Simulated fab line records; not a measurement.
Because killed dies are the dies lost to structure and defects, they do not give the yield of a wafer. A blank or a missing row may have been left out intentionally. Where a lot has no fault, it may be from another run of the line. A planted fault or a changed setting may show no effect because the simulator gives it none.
Which tool was responsible?	flow nand-harc	at 1 step of a route of 1302, 12 lots with 36 wafers sampled

## WHAT THE GAUGES SHOWED, per wafer
NHARC_P_BONDPAD_OVL_MEAS_38.
lot	measured	on	overlay-x-nm (nm)
L075	day 7 02:44	overlay-02	4 4 5
L077	day 7 15:38	overlay-01	-5 -6 -5
L079	day 8 15:48	overlay-02	-3 -3 -3
L081	day 9 17:00	overlay-01	-2 -2 -1
L083	day 10 12:20	overlay-02	-4 -4 -4
L085	day 11 04:59	overlay-01	-5 -6 -6
L087	day 11 23:01	overlay-01	1 1 1
L088	day 12 16:19	overlay-02	4 3 3
L091	day 13 09:31	overlay-02	5 5 5
L093	day 14 10:04	overlay-02	-6 -6 -6
L095	day 15 04:20	overlay-02	-8 -8 -8
L097	day 16 00:01	overlay-02	-2 -2 -2

## WHICH TOOL RAN EACH LOT (tool, then ch and the chambers of the sampled wafers, then the start)
Before these readings, the record contains no process step.

## THE ANSWER, worked out from the rows above alone
Rule: what is usual is taken from the lots themselves. Put in order of their means at a reading, lots are off if they are a third of the lots or fewer, leave a main group of 4 or more, and stand apart from it by a gap of 3 or more times the standard deviation of the main group's means; of several such gaps the widest counts. A main group is skipped when, at the precision printed for the reading in the tables above, its means are all equal. A lot without any number at a reading at which 4 lots or more have one is off too. Any other lot the step has rows for is counted as sound.
Nothing can be told from this: no lot is off at any reading shown.

## WHAT THE SIMULATOR HAD INSERTED
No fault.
